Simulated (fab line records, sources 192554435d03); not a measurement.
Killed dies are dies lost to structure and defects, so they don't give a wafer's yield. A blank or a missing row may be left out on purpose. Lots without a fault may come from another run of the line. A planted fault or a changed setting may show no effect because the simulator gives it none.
fab line records | flow n5_finfet
record lots=24 wafers=72 last_day=17
route steps=1938 shown BEOL_M11@1552 BEOL_M12@1602
lots that met no fault: from a run of the same line without faults
start_h: hours from the record's first day to the start of the lot's first wafer shown | wait_h: hours since the lot's step before | " the same as in the row above | L1.1+2: a row that stands for several wafers | - no value, or no start given | * or withheld: withheld | < > ~ a bound
route shown NAME@n: a module of which the file shows steps, and the number in the route of the first | usual: mean/standard deviation of fault-free wafers | same: alike in all rows | chamber/n: place in a boat | sites: the reading at each site | _std_site: their standard deviation | _edge_site: outer sites' mean less inner sites' | radius_mm: how far each site lies from the wafer's centre | mask NAME#n: copy n | behind: the tool/chamber that last shaped the wafer | hold: why the lot was held/for how many hours/how that ended | device: the transistor (n, p or np) that didn't switch | end of line: the same wafers' tests at the end of the route | a step without rows: its recipe alone | killed: dies lost to structure and defects at the first sort, not the wafer's yield | map: a wafer's dies, x killed, . not, _ none there
set.NAME: the setting as run; set.NAME@STEP: as run at that earlier step | model.NAME: the simulator's own value behind a step, which no gauge read
steps of the route over a sample of lots; a table a step, a row a wafer
services: from which hour (start_h, from the record's first day; less than 0 if before it) a tool's chamber was out of use, for how many hours, and why
## steps
# step N5_BEOL_M11_DESCUM_16
# recipe chemistry=O2 time_s=7.9 source_power_w=50 bias_power_w=20 pressure_mtorr=20 rf_frequency_hz=2.712e+07 temp_c=40 resist=CAR-ArF o2_flow_sccm=225
# usual drypump_motor_current_A=5.9/0.45 oes_product_au=0.74/0.079 rf_vpp_V=243.2/1.4 showerhead_plenum_p_Torr=2.10/0.083 throttle_valve_pct=20.46/0.17
# columns lot.wafer tool chamber start_h wait_h drypump_motor_current_A oes_product_au rf_hours_counter_h rf_vpp_V showerhead_plenum_p_Torr throttle_valve_pct
L074.1 rie_diel-03 3 223.75 0.0 5.3 0.72 185 239.9 1.99 20.64
L074.2 " 0 " " 5.9 0.68 249 240.8 1.96 20.46
L074.3 " 1 " " 6.5 0.71 194 242.6 2.10 20.76
L075.1 rie_diel-02 3 231.91 0.2 6.6 0.95 11 244.0 2.16 20.45
L075.3 " 2 " " 6.2 0.71 177 240.9 2.07 20.25
L075.5 " 2 " " 6.1 0.72 - 241.4 2.07 20.26
L076.1 rie_diel-04 0 247.95 0.0 6.3 0.71 233 242.2 1.96 20.58
L076.4 " 3 " " 5.9 0.69 198 243.4 2.18 20.55
L076.5 " 1 " " 6.0 0.70 - 245.1 2.16 20.45
L077.1 rie_diel-04 3 254.36 0.5 6.0 0.70 200 244.9 2.18 20.55
L077.3 " 1 " " 6.0 0.70 181 243.4 2.16 20.45
L077.5 " 0 " " 6.3 0.70 - 240.5 1.95 20.59
L078.1 rie_diel-02 2 254.60 0.6 6.1 0.71 183 241.3 2.07 20.26
L078.5 " 1 " " 6.2 0.72 - 241.6 1.99 20.29
L078.6 " 0 " " 5.1 0.77 - 245.0 2.20 20.38
L079.1 rie_diel-02 0 261.66 0.0 5.1 0.78 126 245.1 2.20 20.38
L079.3 " 1 " " 6.1 0.72 172 242.2 1.99 20.32
L079.5 " 3 " " 6.6 0.92 - 243.8 2.16 20.44
L081.1 rie_diel-04 1 269.00 0.0 6.0 0.70 185 245.2 2.16 20.48
L081.3 " 3 " " 6.0 0.69 205 243.2 2.18 20.55
L081.5 " 1 " " 6.0 0.70 - 243.9 2.16 20.47
L082.2 rie_diel-04 0 271.68 0.0 6.3 0.70 239 240.9 1.95 20.60
L082.3 " 2 " " 5.4 0.74 173 242.3 2.08 20.39
L082.5 " 0 " " 6.3 0.70 - 239.7 1.95 20.61
L080.2 rie_diel-04 3 272.00 0.0 6.0 0.69 205 244.8 2.18 20.56
L080.3 " 0 " " 6.3 0.70 240 240.7 1.95 20.61
L080.6 " 0 " " 6.3 0.69 - 241.1 1.95 20.61
L083.2 rie_diel-04 3 281.74 0.0 5.9 0.68 209 244.1 2.18 20.58
L083.3 " 0 " " 6.4 0.69 243 242.5 1.95 20.62
L083.6 " 0 " " 6.4 0.70 - 241.1 1.95 20.62
L086.1 rie_diel-03 2 302.07 0.0 5.3 0.69 235 242.7 2.06 20.29
L086.3 " 1 " " 6.5 0.69 222 242.3 2.09 20.80
L086.4 " 3 " " 5.3 0.70 211 240.3 1.99 20.68
L084.1 rie_diel-04 2 305.20 0.6 5.4 0.72 183 242.8 2.08 20.40
L084.5 " 3 " " 5.9 0.68 - 242.9 2.18 20.58
L084.6 " 1 " " 6.1 0.69 - 243.3 2.16 20.49
L085.2 rie_diel-04 1 305.46 0.3 6.0 0.69 197 243.4 2.16 20.47
L085.3 " 2 " " 5.4 0.72 184 243.6 2.08 20.41
L085.4 " 1 " " 6.0 0.69 - 244.9 2.16 20.49
L087.2 rie_diel-03 2 308.91 0.0 5.3 0.68 237 242.2 2.06 20.29
L087.3 " 1 " " 6.5 0.69 223 242.3 2.09 20.79
L087.5 " 3 " " 5.3 0.71 - 240.7 1.98 20.67
L088.2 rie_diel-03 1 312.79 0.3 6.4 0.69 224 243.1 2.09 20.80
L088.3 " 0 " " 5.9 0.92 18 245.4 2.21 20.10
L088.5 " 1 " " 6.5 0.70 - 243.8 2.09 20.79
L089.1 rie_diel-04 2 325.96 0.0 5.4 0.71 190 243.5 2.07 20.43
L089.2 " 3 " " 5.9 0.67 224 244.6 2.17 20.59
L089.3 " 1 " " 6.0 0.68 204 244.3 2.15 20.49
L090.1 rie_diel-02 1 326.43 0.3 6.2 0.72 191 241.1 1.99 20.32
L090.5 " 1 " " 6.2 0.71 - 241.1 1.99 20.34
L090.6 " 0 " " 5.1 0.76 - 245.2 2.19 20.40
L092.1 rie_diel-04 1 333.38 0.0 6.0 0.67 207 244.5 2.15 20.52
L092.2 " 2 " " 5.4 0.71 194 242.8 2.07 20.42
L092.4 " 3 " " 6.0 0.67 228 243.7 2.17 20.59
L091.1 rie_diel-03 1 338.53 0.0 6.5 0.68 234 242.1 2.09 20.81
L091.3 " 0 " " 5.9 0.89 27 246.3 2.21 20.11
L091.6 " 1 " " 6.4 0.69 - 241.1 2.09 20.83
L094.2 rie_diel-02 3 344.26 0.1 6.6 0.87 44 243.6 2.15 20.51
L094.5 " 1 " " 6.2 0.72 - 240.6 1.99 20.34
L094.6 " 2 " " 6.1 0.69 - 242.8 2.06 20.30
L093.3 rie_diel-02 1 349.42 0.0 6.2 0.72 194 242.0 1.99 20.34
L093.5 " 3 " " 6.6 0.87 - 245.6 2.15 20.50
L093.6 " 0 " " 5.1 0.76 - 244.7 2.19 20.43
L095.1 rie_diel-02 2 357.34 0.0 6.1 0.69 217 242.1 2.06 20.32
L095.2 " 3 " " 6.7 0.87 48 242.3 2.15 20.50
L095.4 " 1 " " 6.2 0.71 196 242.9 1.99 20.34
L096.4 rie_diel-04 0 359.16 0.0 6.4 0.95 10 245.3 2.21 20.27
L096.5 " 2 " " 5.4 0.71 - 241.7 2.07 20.43
L096.6 " 3 " " 5.9 0.67 - 243.7 2.17 20.61
L097.1 rie_diel-03 1 366.94 0.3 6.5 0.68 245 242.7 2.09 20.84
L097.2 " 3 " " 5.3 0.70 227 241.3 1.98 20.70
L097.6 " 0 " " 5.9 0.88 - 245.4 2.20 20.11
# step N5_BEOL_M11_STRIP_19
# recipe chemistry=O2 power_w=400 temp_c=40 pressure_mtorr=30 rf_frequency_hz=6e+07 bias_power_w=0 overash_fraction=0.2 o2_flow_sccm=225
# usual drypump_motor_current_A=5.9/0.52 oes_product_au=0.76/0.089 rf_vpp_V=3.6/0.63 showerhead_plenum_p_Torr=2.10/0.083 throttle_valve_pct=16.70/0.2
# columns lot.wafer tool chamber start_h wait_h drypump_motor_current_A oes_product_au rf_hours_counter_h rf_vpp_V showerhead_plenum_p_Torr throttle_valve_pct
L074.1 rie_diel-03 2 224.29 0.2 5.3 0.71 208 3.8 2.08 16.54
L074.2 " 0 " " 5.9 0.68 250 3.6 1.96 16.80
L074.3 " 1 " " 6.5 0.71 195 3.5 2.11 16.97
L075.1 rie_diel-02 3 232.29 0.1 6.6 0.96 11 4.2 2.17 16.59
L075.3 " 0 " " 5.1 0.79 117 5.0 2.21 16.63
L075.5 " 3 " " 6.6 0.94 - 4.5 2.17 16.58
L076.1 rie_diel-03 2 248.38 0.1 5.3 0.70 218 4.8 2.07 16.55
L076.4 " 1 " " 6.5 0.70 205 3.5 2.10 17.00
L076.5 " 1 " " 6.5 0.70 - 3.7 2.10 16.99
L077.1 rie_diel-03 3 254.81 0.1 5.3 0.71 197 3.3 1.99 16.90
L077.3 " 1 " " 6.5 0.69 206 3.7 2.10 17.03
L077.5 " 2 " " 5.2 0.69 - 3.0 2.07 16.55
L078.1 rie_diel-04 0 254.98 0.1 6.3 0.69 235 3.4 1.96 16.93
L078.5 " 0 " " 6.3 0.71 - 4.5 1.96 16.95
L078.6 " 3 " " 5.9 0.70 - 4.4 2.19 16.81
L079.1 rie_diel-02 1 262.04 0.1 6.2 0.73 172 5.1 2.00 16.60
L079.3 " 2 " " 6.1 0.71 186 2.5 2.07 16.59
L079.5 " 1 " " 6.2 0.73 - 3.4 2.00 16.60
L081.1 rie_diel-04 2 269.39 0.1 5.4 0.73 172 4.5 2.08 16.72
L081.3 " 1 " " 6.0 0.70 185 4.5 2.16 16.75
L081.5 " 0 " " 6.3 0.71 - 3.4 1.96 16.95
L082.2 rie_diel-03 2 272.09 0.1 5.3 0.70 224 4.1 2.07 16.56
L082.3 " 3 " " 5.3 0.71 202 3.7 1.99 16.91
L082.5 " 1 " " 6.5 0.70 - 3.2 2.10 17.00
L080.2 rie_diel-02 3 272.41 0.1 6.6 0.92 21 3.2 2.16 16.59
L080.3 " 2 " " 6.2 0.71 189 2.5 2.07 16.58
L080.6 " 3 " " 6.6 0.91 - 4.2 2.16 16.61
L083.2 rie_diel-02 0 282.13 0.1 5.1 0.78 132 3.9 2.20 16.66
L083.3 " 1 " " 6.2 0.71 178 4.2 2.00 16.60
L083.6 " 2 " " 6.2 0.71 - 4.5 2.07 16.59
L086.1 rie_diel-02 1 302.45 0.1 6.2 0.72 184 3.8 1.99 16.62
L086.3 " 3 " " 6.6 0.91 29 4.5 2.16 16.62
L086.4 " 0 " " 5.1 0.77 138 3.9 2.20 16.68
L084.1 rie_diel-02 1 305.60 0.1 6.2 0.71 185 2.6 1.99 16.60
L084.5 " 3 " " 6.6 0.90 - 3.9 2.16 16.63
L084.6 " 2 " " 6.1 0.71 - 3.4 2.07 16.59
L085.2 rie_diel-02 0 305.85 0.1 5.1 0.77 138 3.3 2.20 16.66
L085.3 " 3 " " 6.6 0.91 29 3.7 2.16 16.61
L085.4 " 2 " " 6.2 0.70 198 3.8 2.07 16.59
L087.2 rie_diel-02 1 309.34 0.1 6.2 0.72 186 3.1 1.99 16.60
L087.3 " 3 " " 6.6 0.90 31 4.2 2.16 16.64
L087.5 " 2 " " 6.2 0.70 - 3.2 2.07 16.60
L088.2 rie_diel-03 0 313.18 0.1 5.9 0.92 18 4.1 2.22 16.33
L088.3 " 3 " " 5.3 0.71 214 2.9 1.99 16.94
L088.5 " 0 " " 5.9 0.92 - 3.0 2.22 16.34
L089.1 rie_diel-03 1 326.42 0.2 6.5 0.69 229 2.7 2.10 17.03
L089.2 " 2 " " 5.3 0.68 243 3.4 2.07 16.61
L089.3 " 3 " " 5.3 0.69 218 4.0 1.99 16.95
L090.1 rie_diel-02 3 326.82 0.1 6.6 0.89 36 3.7 2.16 16.63
L090.5 " 0 " " 5.1 0.77 - 3.8 2.20 16.69
L090.6 " 3 " " 6.6 0.89 - 4.4 2.16 16.62
L092.1 rie_diel-03 3 333.76 0.1 5.3 0.70 221 3.6 1.99 16.96
L092.2 " 0 " " 5.9 0.90 25 3.4 2.21 16.37
L092.4 " 0 " " 5.9 0.89 - 4.8 2.21 16.37
L091.1 rie_diel-03 3 338.92 0.1 5.3 0.69 224 4.0 1.99 16.93
L091.3 " 1 " " 6.5 0.68 234 4.1 2.09 17.05
L091.6 " 3 " " 5.3 0.70 - 3.4 1.99 16.95
L094.2 rie_diel-03 2 344.66 0.1 5.3 0.69 247 3.4 2.06 16.61
L094.5 " 1 " " 6.5 0.68 - 4.7 2.09 17.04
L094.6 " 0 " " 5.9 0.88 - 3.5 2.21 16.36
L093.3 rie_diel-02 2 349.81 0.1 6.1 0.70 215 3.6 2.06 16.63
L093.5 " 1 " " 6.1 0.72 - 3.2 1.99 16.62
L093.6 " 0 " " 5.1 0.77 - 2.9 2.19 16.68
L095.1 rie_diel-02 2 357.73 0.1 6.1 0.69 217 3.4 2.06 16.63
L095.2 " 3 " " 6.6 0.88 48 3.8 2.15 16.68
L095.4 " 1 " " 6.2 0.71 196 3.6 1.99 16.65
L096.4 rie_diel-04 2 359.54 0.1 5.4 0.72 200 3.6 2.07 16.74
L096.5 " 2 " " 5.4 0.71 - 3.3 2.07 16.75
L096.6 " 3 " " 6.0 0.67 - 4.3 2.17 16.87
L097.1 rie_diel-03 0 367.45 0.2 5.9 0.88 38 3.8 2.21 16.37
L097.2 " 3 " " 5.3 0.71 227 2.9 1.98 16.95
L097.6 " 3 " " 5.3 0.70 - 4.7 1.98 16.96
# step N5_BEOL_M12_ILD_DEP_00
# recipe material=SiOC target_thk_a=6589.2 temp_c=350 precursor=DEMS/O2 pressure_torr=5 rf_w=500 time_s=130.7
# usual heater_power_w=481/89 showerhead_plenum_p_Torr=5.697/0.014 throttle_valve_pct=11.9/0.61
# columns lot.wafer tool chamber start_h wait_h heater_power_w showerhead_plenum_p_Torr throttle_valve_pct
L074.1 pecvd-02 1 229.05 0.0 417 5.707 13.1
L074.2 " 2 " " 455 5.691 11.6
L074.3 " 0 " " 609 5.710 11.8
L075.1 pecvd-01 2 237.61 0.0 364 5.683 11.0
L075.3 " 1 " " 469 5.712 12.0
L075.5 " 0 " " 357 5.677 12.5
L076.1 pecvd-02 2 257.90 0.0 453 5.687 11.8
L076.4 " 0 " " 725 5.704 11.8
L076.5 " 1 " " 423 5.689 12.6
L078.1 pecvd-04 2 260.66 0.0 519 5.683 11.2
L078.5 " 1 " " 455 5.714 11.5
L078.6 " 2 " " 565 5.695 11.0
L077.1 pecvd-01 0 261.25 0.0 365 5.667 12.5
L077.3 " 1 " " 529 5.724 11.7
L077.5 " 0 " " 396 5.692 12.5
L079.1 pecvd-04 2 267.23 0.0 581 5.688 11.5
L079.3 " 1 " " 456 5.709 11.5
L079.5 " 2 " " 476 5.690 11.3
L081.1 pecvd-04 0 274.76 0.0 370 5.682 12.6
L081.3 " 1 " " 546 5.731 11.3
L081.5 " 2 " " 560 5.696 11.3
L082.2 pecvd-04 0 276.51 0.0 371 5.680 12.7
L082.3 " 2 " " 554 5.679 11.4
L082.5 " 2 " " 569 5.694 11.3
L080.2 pecvd-01 1 277.06 0.0 455 5.709 11.8
L080.3 " 2 " " 421 5.695 10.9
L080.6 " 2 " " 433 5.690 11.1
L083.2 pecvd-01 2 289.15 0.0 418 5.677 11.1
L083.3 " 1 " " 491 5.706 11.9
L083.6 " 2 " " 442 5.687 11.1
L086.1 pecvd-04 2 306.70 0.0 497 5.686 11.2
L086.3 " 1 " " 539 5.718 11.7
L086.4 " 1 " " 556 5.716 11.8
L085.2 pecvd-04 0 310.57 0.0 436 5.692 12.7
L085.3 " 2 " " 498 5.682 11.2
L085.4 " 1 " " 553 5.711 11.6
L084.1 pecvd-01 0 311.03 0.0 362 5.694 12.6
L084.5 " 0 " " 410 5.688 12.7
L084.6 " 1 " " 504 5.709 12.1
L087.2 pecvd-04 2 314.09 0.0 483 5.692 11.3
L087.3 " 0 " " 386 5.681 12.8
L087.5 " 2 " " 528 5.696 11.2
L088.2 pecvd-02 2 318.44 0.0 459 5.692 11.7
L088.3 " 0 " " 712 5.714 11.8
L088.5 " 2 " " 378 5.692 12.0
L090.1 pecvd-04 2 331.28 0.0 478 5.692 11.2
L090.5 " 2 " " 503 5.694 11.5
L090.6 " 0 " " 461 5.691 12.7
L089.1 pecvd-04 2 332.47 0.0 555 5.692 11.4
L089.2 " 1 " " 532 5.709 11.8
L089.3 " 0 " " 407 5.691 12.5
L092.1 pecvd-02 2 340.94 0.0 461 5.695 11.8
L092.2 " 1 " " 413 5.682 12.9
L092.4 " 1 " " 414 5.695 13.1
L091.1 pecvd-02 1 342.91 0.0 354 5.704 13.0
L091.3 " 2 " " 420 5.683 11.7
L091.6 " 1 " " 387 5.700 12.7
L094.2 pecvd-04 2 348.56 0.0 580 5.697 11.2
L094.5 " 2 " " 576 5.684 11.2
L094.6 " 0 " " 423 5.669 12.5
L093.3 pecvd-01 0 355.89 0.0 425 5.689 12.7
L093.5 " 1 " " 526 5.705 11.9
L093.6 " 0 " " 437 5.694 12.8
L095.1 pecvd-02 2 363.11 0.0 428 5.687 12.0
L095.2 " 1 " " 376 5.700 12.7
L095.4 " 1 " " 401 5.709 12.6
L096.4 pecvd-02 1 364.71 0.1 339 5.691 13.0
L096.5 " 2 " " 444 5.695 11.8
L096.6 " 0 " " 643 5.695 11.8
L097.1 pecvd-04 1 374.85 0.0 478 5.705 11.6
L097.2 " 2 " " 497 5.701 11.2
L097.6 " 0 " " 358 5.666 12.6
# step N5_BEOL_M12_THK_MEAS_01
# recipe reads=SiOC_of_BEOL_M12_ILD_DEP_00
# usual M12_ILD_THK=661/8.5
# columns lot.wafer tool chamber start_h wait_h M12_ILD_THK[nm]
L074.1 film_metro-01 - 229.18 0.1 649
L074.2 " - " " 652
L074.3 " - " " 657
L075.1 film_metro-01 - 237.75 0.1 659
L075.3 " - " " 638
L075.5 " - " " 665
L076.1 film_metro-01 - 258.03 0.1 649
L076.4 " - " " 653
L076.5 " - " " 654
L078.1 film_metro-01 - 260.85 0.1 655
L078.5 " - " " 668
L078.6 " - " " 672
L077.1 film_metro-02 - 261.38 0.1 662
L077.3 " - " " 655
L077.5 " - " " 672
L079.1 film_metro-02 - 267.36 0.1 658
L079.3 " - " " 660
L079.5 " - " " 672
L081.1 film_metro-01 - 274.89 0.1 658
L081.3 " - " " 658
L081.5 " - " " 679
L082.2 film_metro-01 - 276.64 0.1 640
L082.3 " - " " 654
L082.5 " - " " 670
L080.2 film_metro-02 - 277.19 0.1 654
L080.3 " - " " 661
L080.6 " - " " 674
L083.2 film_metro-02 - 289.33 0.1 655
L083.3 " - " " 661
L083.6 " - " " 666
L086.1 film_metro-01 - 306.83 0.1 661
L086.3 " - " " 664
L086.4 " - " " 671
L085.2 film_metro-01 - 310.70 0.1 647
L085.3 " - " " 642
L085.4 " - " " 665
L084.1 film_metro-01 - 311.21 0.1 664
L084.5 " - " " 673
L084.6 " - " " 665
L087.2 film_metro-02 - 314.22 0.1 654
L087.3 " - " " 646
L087.5 " - " " 652
L088.2 film_metro-01 - 318.57 0.1 662
L088.3 " - " " 656
L088.5 " - " " 675
L090.1 film_metro-01 - 331.41 0.1 661
L090.5 " - " " 668
L090.6 " - " " 669
L089.1 film_metro-01 - 332.60 0.1 651
L089.2 " - " " 658
L089.3 " - " " 654
L092.1 film_metro-02 - 341.07 0.1 655
L092.2 " - " " 649
L092.4 " - " " 669
L091.1 film_metro-02 - 343.04 0.1 664
L091.3 " - " " 674
L091.6 " - " " 672
L094.2 film_metro-02 - 348.69 0.1 661
L094.5 " - " " 666
L094.6 " - " " 662
L093.3 film_metro-02 - 356.02 0.1 654
L093.5 " - " " 658
L093.6 " - " " 672
L095.1 film_metro-02 - 363.24 0.1 663
L095.2 " - " " 661
L095.4 " - " " 668
L096.4 film_metro-01 - 364.80 0.0 663
L096.5 " - " " 666
L096.6 " - " " 668
L097.1 film_metro-01 - 374.98 0.1 662
L097.2 " - " " 652
L097.6 " - " " 670
# step N5_BEOL_M12_PRE_CLEAN_42
# recipe gas=H2/He time_s=30 temp_c=250
# usual heater_power_w=342/24
# columns lot.wafer tool chamber start_h wait_h heater_power_w
L074.1 pvd_sputter-02 - 233.84 0.0 355
L074.2 " - " " 335
L074.3 " - " " 352
L075.1 pvd_sputter-01 - 241.51 0.0 324
L075.3 " - " " 368
L075.5 " - " " 376
L076.1 pvd_sputter-03 - 262.63 0.0 309
L076.4 " - " " 285
L076.5 " - " " 284
L078.1 pvd_sputter-02 - 265.22 0.0 337
L078.5 " - " " 351
L078.6 " - " " 341
L077.1 pvd_sputter-01 - 265.23 0.0 296
L077.3 " - " " 313
L077.5 " - " " 318
L079.1 pvd_sputter-02 - 271.92 0.0 356
L079.3 " - " " 377
L079.5 " - " " 341
L080.2 pvd_sputter-01 - 280.49 0.0 378
L080.3 " - " " 287
L080.6 " - " " 383
L081.1 pvd_sputter-02 - 280.57 0.0 356
L081.3 " - " " 337
L081.5 " - " " 345
L082.2 pvd_sputter-02 - 281.15 0.0 342
L082.3 " - " " 356
L082.5 " - " " 364
L083.2 pvd_sputter-02 - 293.19 0.0 357
L083.3 " - " " 345
L083.6 " - " " 338
L086.1 pvd_sputter-03 - 309.65 0.0 279
L086.3 " - " " 345
L086.4 " - " " 353
L085.2 pvd_sputter-03 - 313.79 0.0 320
L085.3 " - " " 357
L085.4 " - " " 284
L084.1 pvd_sputter-02 - 314.70 0.0 356
L084.5 " - " " 337
L084.6 " - " " 347
L087.2 pvd_sputter-02 - 318.12 0.0 368
L087.3 " - " " 339
L087.5 " - " " 367
L088.2 pvd_sputter-02 - 322.24 0.0 338
L088.3 " - " " 365
L088.5 " - " " 356
L090.1 pvd_sputter-02 - 340.41 0.0 342
L090.5 " - " " 364
L090.6 " - " " 324
L089.1 pvd_sputter-02 - 340.73 0.0 350
L089.2 " - " " 334
L089.3 " - " " 345
L092.1 pvd_sputter-03 - 343.96 0.0 350
L092.2 " - " " 322
L092.4 " - " " 354
L091.1 pvd_sputter-03 - 346.56 0.0 350
L091.3 " - " " 313
L091.6 " - " " 340
L094.2 pvd_sputter-02 - 359.20 0.0 355
L094.5 " - " " 351
L094.6 " - " " 356
L093.3 pvd_sputter-02 - 361.97 0.0 344
L093.5 " - " " 335
L093.6 " - " " 363
L095.1 pvd_sputter-03 - 366.92 0.0 311
L095.2 " - " " 351
L095.4 " - " " 288
L096.4 pvd_sputter-02 - 372.42 0.0 338
L096.5 " - " " 328
L096.6 " - " " 347
L097.1 pvd_sputter-03 - 377.24 0.0 349
L097.2 " - " " 315
L097.6 " - " " 356
# step N5_BEOL_M12_DEP_53
# recipe material=SiCN target_thk_a=300 temp_c=withheld precursor=3MS/NH3 pressure_torr=3 rf_w=675 time_s=10.5
# usual showerhead_plenum_p_Torr=4.165/0.018 throttle_valve_pct=18.0/0.89
# columns lot.wafer tool chamber start_h wait_h showerhead_plenum_p_Torr throttle_valve_pct
L074.1 pecvd-02 1 234.96 0.0 4.158 19.4
L074.2 " 0 " " 4.188 17.8
L074.3 " 2 " " 4.159 17.6
L075.1 pecvd-01 0 242.70 0.0 4.142 18.9
L075.3 " 1 " " 4.193 17.9
L075.5 " 1 " " 4.186 17.9
L076.1 pecvd-02 1 263.75 0.0 4.172 19.2
L076.4 " 1 " " 4.163 19.1
L076.5 " 2 " " 4.165 17.7
L078.1 pecvd-01 2 266.34 0.0 4.158 16.6
L078.5 " 1 " " 4.186 18.1
L078.6 " 2 " " 4.151 16.6
L077.1 pecvd-02 2 266.60 0.0 4.153 17.5
L077.3 " 0 " " 4.186 17.9
L077.5 " 0 " " 4.186 17.7
L079.1 pecvd-04 2 273.30 0.0 4.161 16.9
L079.3 " 0 " " 4.133 19.4
L079.5 " 2 " " 4.152 17.0
L080.2 pecvd-01 2 281.62 0.0 4.155 16.7
L080.3 " 1 " " 4.180 18.1
L080.6 " 1 " " 4.197 17.9
L081.1 pecvd-01 1 281.89 0.0 4.173 18.0
L081.3 " 2 " " 4.146 16.5
L081.5 " 1 " " 4.185 18.0
L082.2 pecvd-02 0 282.60 0.0 4.186 17.9
L082.3 " 2 " " 4.158 18.0
L082.5 " 2 " " 4.160 17.7
L083.2 pecvd-04 1 294.30 0.0 4.192 17.5
L083.3 " 0 " " 4.141 19.1
L083.6 " 0 " " 4.144 19.2
L086.1 pecvd-04 2 310.97 0.0 4.158 17.1
L086.3 " 1 " " 4.199 17.8
L086.4 " 1 " " 4.187 17.5
L085.2 pecvd-01 2 314.91 0.0 4.146 16.8
L085.3 " 1 " " 4.190 18.0
L085.4 " 2 " " 4.151 16.7
L084.1 pecvd-04 1 315.82 0.0 4.196 17.3
L084.5 " 1 " " 4.196 17.9
L084.6 " 0 " " 4.159 19.5
L087.2 pecvd-01 2 319.24 0.0 4.141 16.6
L087.3 " 1 " " 4.184 18.3
L087.5 " 0 " " 4.163 19.3
L088.2 pecvd-02 0 323.36 0.0 4.181 17.8
L088.3 " 1 " " 4.165 19.3
L088.5 " 2 " " 4.158 17.8
L090.1 pecvd-02 2 341.80 0.0 4.153 17.7
L090.5 " 0 " " 4.175 17.9
L090.6 " 1 " " 4.168 19.4
L089.1 pecvd-04 2 342.07 0.0 4.151 16.7
L089.2 " 1 " " 4.202 17.2
L089.3 " 0 " " 4.131 19.0
L092.1 pecvd-02 1 345.07 0.0 4.173 19.3
L092.2 " 2 " " 4.159 18.1
L092.4 " 1 " " 4.159 19.5
L091.1 pecvd-01 2 347.67 0.0 4.158 17.1
L091.3 " 1 " " 4.180 17.5
L091.6 " 2 " " 4.149 17.0
L094.2 pecvd-02 0 360.59 0.0 4.181 18.2
L094.5 " 0 " " 4.173 17.8
L094.6 " 1 " " 4.172 19.3
L093.3 pecvd-04 1 363.08 0.0 4.196 17.6
L093.5 " 0 " " 4.138 19.2
L093.6 " 2 " " 4.153 17.4
L095.1 pecvd-04 2 368.12 0.0 4.146 17.3
L095.2 " 0 " " 4.158 18.9
L095.4 " 2 " " 4.151 17.1
L096.4 pecvd-01 0 373.55 0.0 4.157 19.1
L096.5 " 1 " " 4.180 17.8
L096.6 " 2 " " 4.147 16.9
L097.1 pecvd-02 1 378.35 0.0 4.167 19.1
L097.2 " 2 " " 4.151 18.0
L097.6 " 1 " " 4.178 19.2
## services
# columns tool chamber start_h hours kind
rie_diel-02 3 210.65 2.9 repair
rie_diel-03 0 225.48 - clean
rie_diel-03 0 225.48 - consumable_replace:focus_ring
rie_diel-03 0 225.48 - consumable_replace:showerhead
rie_diel-03 0 225.48 21.1 scheduled_down
rie_diel-03 0 225.48 21.1 vent_cycle
pecvd-04 1 239.86 2.1 scheduled_down
pecvd-01 2 247.92 5.4 repair
rie_diel-04 2 248.97 8.5 repair
pecvd-02 2 249.49 2.1 scheduled_down
rie_diel-02 3 249.69 7.0 repair
pecvd-04 0 258.81 5.5 scheduled_down
pecvd-01 0 278.24 12.8 repair
pecvd-04 - 278.25 1.6 repair
pvd_sputter-03 - 279.46 4.2 repair
pecvd-02 - 308.21 5.5 pm
rie_diel-04 2 316.38 2.4 repair
rie_diel-02 1 327.06 13.8 repair
rie_diel-03 2 333.27 7.1 repair
rie_diel-03 3 347.79 18.3 repair
rie_diel-03 2 366.13 - clean
rie_diel-03 2 366.13 - consumable_replace:esc
rie_diel-03 2 366.13 - consumable_replace:focus_ring
pecvd-02 - 375.70 1.7 repair
## key
fault none
